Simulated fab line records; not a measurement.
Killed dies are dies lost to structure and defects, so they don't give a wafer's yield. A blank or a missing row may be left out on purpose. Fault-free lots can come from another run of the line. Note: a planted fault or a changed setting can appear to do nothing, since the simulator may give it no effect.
Chamber matching + flow n5_finfet + 4 sister chambers for N5_BEOL_M15_STRIP_36 on rie_diel-06
The step strips in O2. 14 wafers are shown with their chamber, then 7 later ones without.

== EACH WAFER AND ITS CHAMBER ==
| wafer  | chamber | showerhead_plenum_p_Torr (Torr) | drypump_motor_current_A (A) | throttle_valve_pct (%) |
|--------|---------|---------------------------------|-----------------------------|------------------------|
| L081.1 | 0       | 1.98                            | 4.8                         | 16.96                  |
| L081.4 | 1       | 2.06                            | 5.8                         | 16.69                  |
| L081.6 | 0       | 1.98                            | 4.8                         | 16.94                  |
| L089.2 | 2       | 2.20                            | 4.6                         | 16.50                  |
| L089.4 | 2       | 2.20                            | 4.6                         | 16.54                  |
| L089.5 | 1       | 2.06                            | 5.8                         | 16.71                  |
| L088.1 | 2       | 2.19                            | 4.7                         | 16.59                  |
| L088.2 | 3       | 2.15                            | 4.8                         | 16.35                  |
| L088.3 | 1       | 2.06                            | 5.8                         | 16.71                  |
| L092.2 | 1       | 2.06                            | 5.8                         | 16.72                  |
| L092.3 | 3       | 2.15                            | 4.8                         | 16.36                  |
| L092.4 | 2       | 2.19                            | 4.6                         | 16.55                  |
| L093.1 | 2       | 2.19                            | 4.6                         | 16.51                  |
| L093.2 | 3       | 2.15                            | 4.8                         | 16.35                  |

SIGNATURES (means of the wafers above)
| reading                  | chamber 0 | chamber 1 | chamber 2 | chamber 3 | scatter within a chamber |
|--------------------------|-----------|-----------|-----------|-----------|--------------------------|
| showerhead_plenum_p_Torr | 1.9800    | 2.0600    | 2.1940    | 2.1500    | 0.00346                  |
| drypump_motor_current_A  | 4.800     | 5.800     | 4.620     | 4.800     | 0.0283                   |
| throttle_valve_pct       | 16.9500   | 16.7075   | 16.5380   | 16.3533   | 0.0241                   |
Rule: a wafer's distance from a chamber is the root of the sum, over the readings, of the square of ((its reading less the chamber's mean) divided by the reading's scatter). If the next closest chamber is less than 2 further off than the closest, the wafer can't be placed; otherwise it belongs to the closest. The scatter: the root of (the sum of the squares of (reading less its chamber's mean) over the shown wafers, divided by (wafers less chambers)).

== WAFERS MISSING THEIR CHAMBER ==
| wafer  | showerhead_plenum_p_Torr (Torr) | drypump_motor_current_A (A) | throttle_valve_pct (%) |
|--------|---------------------------------|-----------------------------|------------------------|
| L093.5 | 2.15                            | 4.8                         | 16.34                  |
| L095.1 | 2.24                            | 4.8                         | 16.53                  |
| L095.3 | 2.19                            | 4.6                         | 16.59                  |
| L095.4 | 2.24                            | 4.8                         | 16.53                  |
| L096.1 | 2.15                            | 4.8                         | 16.34                  |
| L096.3 | 2.05                            | 5.8                         | 16.77                  |
| L096.4 | 2.19                            | 4.7                         | 16.55                  |

== THE CHAMBER EACH PASSED THROUGH ==
| wafer  | from the rows above | in truth                   |
|--------|---------------------|----------------------------|
| L093.5 | 3                   | 3                          |
| L095.1 | 2                   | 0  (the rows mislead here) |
| L095.3 | 2                   | 2                          |
| L095.4 | 2                   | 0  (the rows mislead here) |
| L096.1 | 3                   | 3                          |
| L096.3 | 1                   | 1                          |
| L096.4 | 2                   | 2                          |
Correct placement for 5 of the 7. Can't be placed from these rows: 0. Placed wrongly: 2.
